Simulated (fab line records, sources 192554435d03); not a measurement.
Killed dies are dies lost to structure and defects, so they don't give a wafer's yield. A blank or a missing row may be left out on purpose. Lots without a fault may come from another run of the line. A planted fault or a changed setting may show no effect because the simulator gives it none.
fab line records | flow n5_finfet
record lots=9 wafers=27 last_day=16
route steps=1938 shown BEOL_M8@1365
lots that met no fault: from a run of the same line without faults
start_h: hours from the record's first day to the start of the lot's first wafer shown | wait_h: hours since the lot's step before | " the same as in the row above | L1.1+2: a row that stands for several wafers | - no value, or no start given | * or withheld: withheld | < > ~ a bound
route shown NAME@n: a module of which the file shows steps, and the number in the route of the first | usual: mean/standard deviation of fault-free wafers | same: alike in all rows | chamber/n: place in a boat | sites: the reading at each site | _std_site: their standard deviation | _edge_site: outer sites' mean less inner sites' | radius_mm: how far each site lies from the wafer's centre | mask NAME#n: copy n | behind: the tool/chamber that last shaped the wafer | hold: why the lot was held/for how many hours/how that ended | device: the transistor (n, p or np) that didn't switch | end of line: the same wafers' tests at the end of the route | a step without rows: its recipe alone | killed: dies lost to structure and defects at the first sort, not the wafer's yield | map: a wafer's dies, x killed, . not, _ none there
set.NAME: the setting as run; set.NAME@STEP: as run at that earlier step | model.NAME: the simulator's own value behind a step, which no gauge read
steps of the route over a sample of lots; a table a step, a row a wafer
services: from which hour (start_h, from the record's first day; less than 0 if before it) a tool's chamber was out of use, for how many hours, and why
## steps
# step N5_BEOL_M8_CD_MEAS_28
# recipe target_cd_nm=40 landing_energy_ev=500 detector=se_inlens
# usual cd_nm=40.02/0.21
# columns lot.wafer tool chamber start_h wait_h cd_nm
L779.2 cd_sem-02 0 213.09 - 40.05
L779.4 " 0 " " 39.68
L779.5 " 0 " " 39.96
L780.3 cd_sem-02 0 215.91 - 40.07
L780.4 " 0 " " 40.21
L780.5 " 0 " " 39.99
L781.1 cd_sem-03 0 226.46 - 40.57
L781.2 " 0 " " 40.20
L781.6 " 0 " " 40.33
L784.1 cd_sem-03 0 236.10 - 39.75
L784.3 " 0 " " 40.27
L784.6 " 0 " " 40.31
L788.4 cd_sem-02 0 279.68 - 40.03
L788.5 " 0 " " 39.70
L788.6 " 0 " " 40.04
L791.1 cd_sem-02 0 283.49 - 40.14
L791.2 " 0 " " 40.32
L791.4 " 0 " " 40.16
L792.2 cd_sem-01 0 286.67 - 40.16
L792.3 " 0 " " 39.61
L792.5 " 0 " " 40.23
L797.2 cd_sem-03 0 316.99 - 39.98
L797.4 " 0 " " 39.80
L797.6 " 0 " " 39.84
L798.1 cd_sem-02 0 325.36 - 39.86
L798.2 " 0 " " 40.18
L798.6 " 0 " " 39.79
# step N5_BEOL_M8_TRENCH_ETCH_37
# recipe chemistry=C4F6/O2 target_depth_a=934.78 target=SiCOH_lowk time_s=31.2 ion_energy_ev=250 pressure_mtorr=30 source_w=345 bias_w=185 Ar_flow_sccm=300 C4F6_flow_sccm=10 O2_flow_sccm=10
# usual drypump_motor_current_A=6.0/0.53 oes_f_703_au=0.79/0.077 oes_o_777_au=0.79/0.078 oes_product_au=0.79/0.083 rf_fwd_power_W=340.1/1.5 rf_vpp_V=667/4.9 showerhead_plenum_p_Torr=2.87/0.082 throttle_valve_pct=20.96/0.3
# columns lot.wafer tool chamber start_h wait_h drypump_motor_current_A oes_f_703_au oes_o_777_au oes_product_au rf_fwd_power_W rf_hours_counter_h rf_vpp_V showerhead_plenum_p_Torr throttle_valve_pct
L779.2 rie_diel-01 1 213.48 - 6.6 0.85 0.87 0.85 338.8 67 672 2.90 21.30
L779.4 " 3 " " 5.1 0.73 0.73 0.71 339.1 228 657 2.71 20.97
L779.5 " 2 " " 6.6 0.70 0.71 0.70 341.0 - 668 2.83 20.93
L780.3 rie_diel-01 0 216.30 - 5.5 0.86 0.85 0.87 340.8 62 667 2.89 21.26
L780.4 " 2 " " 6.6 0.70 0.71 0.70 342.2 209 668 2.83 20.94
L780.5 " 1 " " 6.6 0.85 0.86 0.85 338.6 - 670 2.90 21.31
L781.1 rie_diel-05 3 227.17 - 5.5 0.77 0.77 0.76 341.7 149 666 2.98 21.10
L781.2 " 2 " " 6.6 0.76 0.76 0.75 340.7 170 664 2.84 20.97
L781.6 " 1 " " 6.3 0.91 0.92 0.92 341.1 - 674 2.92 20.64
L784.1 rie_diel-04 2 236.66 - 5.7 0.89 0.90 0.90 339.0 17 657 2.91 20.44
L784.3 " 1 " " 5.7 0.77 0.76 0.75 339.2 154 667 2.84 21.20
L784.6 " 2 " " 5.7 0.89 0.89 0.90 338.9 - 655 2.91 20.41
L788.4 rie_diel-01 0 280.51 - 5.5 1.07 1.03 0.89 423.2 - 596 2.88 21.33
L788.5 " 2 " " 6.6 0.69 0.70 0.69 341.9 - 668 2.82 20.96
L788.6 " 1 " " 6.6 0.82 0.84 0.82 338.7 - 671 2.88 21.35
L791.1 rie_diel-01 0 283.89 - 5.4 1.06 1.03 0.87 424.2 89 597 2.88 21.32
L791.2 " 1 " " 6.6 0.83 0.84 0.81 339.0 96 672 2.88 21.37
L791.4 " 1 " " 6.6 0.83 0.83 0.82 337.1 - 672 2.88 21.35
L792.2 rie_diel-04 0 287.06 - 6.6 0.93 0.93 0.95 339.8 13 673 3.01 20.33
L792.3 " 2 " " 5.7 0.85 0.85 0.86 338.5 36 657 2.90 20.45
L792.5 " 2 " " 5.7 0.85 0.86 0.85 336.9 - 656 2.90 20.45
L797.2 rie_diel-05 0 317.70 - 5.6 0.76 0.76 0.77 339.3 134 668 2.74 20.82
L797.4 " 3 " " 5.5 0.74 0.75 0.74 340.4 179 665 2.96 21.14
L797.6 " 1 " " 6.3 0.85 0.86 0.87 342.4 - 675 2.90 20.70
L798.1 rie_diel-04 1 326.04 - 5.7 0.74 0.73 0.74 337.5 188 666 2.82 21.25
L798.2 " 0 " " 6.6 0.89 0.89 0.91 339.9 27 674 3.01 20.36
L798.6 " 2 " " 5.7 0.83 0.84 0.84 339.4 - 655 2.89 20.48
# step N5_BEOL_M8_OCD_MEAS_38
# usual trench_depth_nm=92.9/1.2
# columns lot.wafer tool chamber start_h wait_h trench_depth_nm
L779.2 ocd-01 - 213.64 - 94.1
L779.4 " - " " 92.5
L779.5 " - " " 92.7
L780.3 ocd-01 - 216.46 - 92.8
L780.4 " - " " 92.7
L780.5 " - " " 92.5
L781.1 ocd-01 - 227.33 - 92.3
L781.2 " - " " 91.8
L781.6 " - " " 93.0
L784.1 ocd-01 - 236.82 - 94.3
L784.3 " - " " 92.7
L784.6 " - " " 94.7
L788.4 ocd-02 - 280.66 - 102.2
L788.5 " - " " 91.8
L788.6 " - " " 93.0
L791.1 ocd-02 - 284.04 - 100.2
L791.2 " - " " 92.2
L791.4 " - " " 91.8
L792.2 ocd-02 - 287.22 - 96.0
L792.3 " - " " 94.1
L792.5 " - " " 94.3
L797.2 ocd-02 - 317.87 - 91.1
L797.4 " - " " 92.8
L797.6 " - " " 92.5
L798.1 ocd-02 - 326.20 - 93.6
L798.2 " - " " 95.7
L798.6 " - " " 94.3
# step N5_BEOL_M8_CURE_75
# recipe temp_c=370 time_s=120 ambient=DMADMS/He material=SiCOH_lowk
# usual lamp_power_pct=52.31/0.054 wafer_temp_C_max=371.8/0.64
# columns lot.wafer tool chamber start_h wait_h lamp_power_pct wafer_temp_C_max
L779.2 uv_cure-02 2 213.89 0.1 52.27 371.2
L779.4 " 2 " " 52.30 371.3
L779.5 " 2 " " 52.36 371.0
L780.3 uv_cure-02 0 216.75 0.1 52.37 372.5
L780.4 " 0 " " 52.26 372.1
L780.5 " 0 " " 52.34 372.1
L781.1 uv_cure-01 1 227.53 0.0 52.36 371.4
L781.2 " 1 " " 52.35 372.2
L781.6 " 1 " " 52.28 372.3
L784.1 uv_cure-03 1 237.01 0.0 52.38 371.9
L784.3 " 1 " " 52.27 372.2
L784.6 " 1 " " 52.34 372.3
L788.4 uv_cure-02 1 281.15 0.3 52.32 370.7
L788.5 " 1 " " 52.29 370.3
L788.6 " 1 " " 52.31 371.1
L791.1 uv_cure-01 1 284.24 0.0 52.28 371.2
L791.2 " 1 " " 52.29 371.7
L791.4 " 1 " " 52.35 371.9
L792.2 uv_cure-03 2 287.46 0.1 52.32 372.0
L792.3 " 2 " " 52.20 372.7
L792.5 " 2 " " 52.30 372.3
L797.2 uv_cure-01 0 318.12 0.1 52.33 370.8
L797.4 " 0 " " 52.29 370.7
L797.6 " 0 " " 52.35 370.5
L798.1 uv_cure-02 1 326.39 0.0 52.19 371.4
L798.2 " 1 " " 52.26 371.2
L798.6 " 1 " " 52.25 371.4
# step N5_BEOL_M8_DEGAS_44
# recipe ambient=vacuum temp_c=250 time_s=60
# usual heater_power_w=326/40
# columns lot.wafer tool chamber start_h wait_h heater_power_w
L779.2 pvd_sputter-03 - 216.08 2.1 293
L779.4 " - " " 333
L779.5 " - " " 293
L780.3 pvd_sputter-01 - 217.09 0.3 360
L780.4 " - " " 401
L780.5 " - " " 393
L781.1 pvd_sputter-01 - 227.97 0.4 327
L781.2 " - " " 309
L781.6 " - " " 410
L784.1 pvd_sputter-02 - 237.36 0.3 330
L784.3 " - " " 318
L784.6 " - " " 240
L788.4 pvd_sputter-01 - 281.53 0.3 325
L788.5 " - " " 314
L788.6 " - " " 323
L791.1 pvd_sputter-02 - 284.95 0.7 334
L791.2 " - " " 321
L791.4 " - " " 239
L792.2 pvd_sputter-01 - 288.09 0.6 387
L792.3 " - " " 313
L792.5 " - " " 355
L797.2 pvd_sputter-01 - 318.55 0.4 324
L797.4 " - " " 359
L797.6 " - " " 331
L798.1 pvd_sputter-02 - 328.00 1.6 314
L798.2 " - " " 239
L798.6 " - " " 238
# step N5_BEOL_M8_THK_MEAS_53
# recipe thk_meas_gauge=xrf reads=Cu_of_BEOL_M8_ECD_50
# usual M8_THK=79.8/1.8
# columns lot.wafer tool chamber start_h wait_h M8_THK[nm]
L779.2 film_metro-02 - 217.58 - 81.6
L779.4 " - " " 79.1
L779.5 " - " " 82.1
L780.3 film_metro-02 - 218.70 - 81.5
L780.4 " - " " 79.8
L780.5 " - " " 79.2
L781.1 film_metro-02 - 229.96 - 79.0
L781.2 " - " " 78.1
L781.6 " - " " 81.1
L784.1 film_metro-01 - 239.69 - 80.9
L784.3 " - " " 80.5
L784.6 " - " " 83.0
L788.4 film_metro-02 - 284.59 - 89.7
L788.5 " - " " 78.2
L788.6 " - " " 78.9
L791.1 film_metro-01 - 287.50 - 88.5
L791.2 " - " " 81.2
L791.4 " - " " 79.9
L792.2 film_metro-02 - 289.81 - 81.3
L792.3 " - " " 80.0
L792.5 " - " " 80.6
L797.2 film_metro-01 - 322.53 - 77.6
L797.4 " - " " 77.9
L797.6 " - " " 78.7
L798.1 film_metro-01 - 329.41 - 80.1
L798.2 " - " " 84.7
L798.6 " - " " 81.6
# step N5_BEOL_M8_RS_MEAS_57
# recipe thk_meas_gauge=four-point-probe reads=Cu_of_BEOL_M8_ECD_50+Co_of_BEOL_M8_CVD_78+TaN_of_BEOL_M8_ALD_77
# usual M8_RS=0.287/0.0069
# columns lot.wafer tool chamber start_h wait_h M8_RS[ohm/sq]
L779.2 film_metro-01 - 217.74 0.1 0.281
L779.4 " - " " 0.291
L779.5 " - " " 0.281
L780.3 film_metro-01 - 218.83 0.1 0.278
L780.4 " - " " 0.283
L780.5 " - " " 0.287
L781.1 film_metro-01 - 230.09 0.1 0.289
L781.2 " - " " 0.295
L781.6 " - " " 0.281
L784.1 film_metro-01 - 239.82 0.1 0.282
L784.3 " - " " 0.285
L784.6 " - " " 0.276
L788.4 film_metro-02 - 284.72 0.0 0.248
L788.5 " - " " 0.289
L788.6 " - " " 0.286
L791.1 film_metro-02 - 287.64 0.1 0.257
L791.2 " - " " 0.283
L791.4 " - " " 0.289
L792.2 film_metro-01 - 289.94 0.1 0.276
L792.3 " - " " 0.281
L792.5 " - " " 0.280
L797.2 film_metro-02 - 322.66 0.1 0.294
L797.4 " - " " 0.293
L797.6 " - " " 0.289
L798.1 film_metro-01 - 329.54 0.1 0.289
L798.2 " - " " 0.271
L798.6 " - " " 0.282
## services
# columns tool chamber start_h hours kind
uv_cure-01 - 197.61 3.6 repair
rie_diel-04 2 210.03 5.3 repair
rie_diel-04 1 217.31 5.0 repair
rie_diel-01 3 221.31 4.5 repair
rie_diel-04 0 226.04 - clean
rie_diel-04 0 226.04 - consumable_replace:focus_ring
rie_diel-04 0 226.04 - consumable_replace:showerhead
rie_diel-04 0 226.04 31.1 scheduled_down
uv_cure-03 - 227.81 2.1 pm
rie_diel-01 2 240.16 6.1 repair
uv_cure-03 - 251.03 7.5 pm
rie_diel-04 1 265.61 2.8 repair
uv_cure-02 - 266.72 0.4 repair
rie_diel-04 1 270.86 4.3 repair
uv_cure-01 - 272.53 0.3 repair
rie_diel-01 3 279.36 - clean
rie_diel-01 3 279.36 - consumable_replace:focus_ring
rie_diel-01 3 279.36 - consumable_replace:showerhead
rie_diel-01 3 279.36 15.2 scheduled_down
rie_diel-01 3 279.36 15.2 vent_cycle
rie_diel-04 3 283.85 4.2 repair
rie_diel-01 1 284.52 2.1 repair
rie_diel-04 2 298.45 3.9 repair
rie_diel-01 3 303.05 3.8 repair
## key
first_sign step=N5_BEOL_M8_TRENCH_ETCH_37 reading=rf_fwd_power_W direction=up sigmas=57 usual=* struck=*
effect step=N5_BEOL_M8_TRENCH_ETCH_37 reading=rf_vpp_V direction=down sigmas=14 usual=667 struck=596
effect step=N5_BEOL_M8_OCD_MEAS_38 reading=trench_depth_nm direction=up sigmas=6.7 usual=92.9 struck=101.2
effect step=N5_BEOL_M8_THK_MEAS_53 reading=M8_THK direction=up sigmas=5.3 usual=79.8 struck=89.1
effect step=N5_BEOL_M8_RS_MEAS_57 reading=M8_RS direction=down sigmas=5 usual=0.287 struck=0.252
met_at N5_BEOL_M8_TRENCH_ETCH_37
struck_lots L788,L791
struck_wafers L788.4,L791.1
not_acting_at N5_BEOL_M8_CD_MEAS_28,N5_BEOL_M8_CURE_75,N5_BEOL_M8_DEGAS_44
onset_between 216.30 280.51
fault kind=process_parameter_drift tool=rie_diel-01 chamber=0 onset_h=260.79 steps=N5_BEOL_M8_TRENCH_ETCH_37 channel=source_w offset=82.8 shape=step end_h=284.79 acts_in=these_recipes_only stated=345
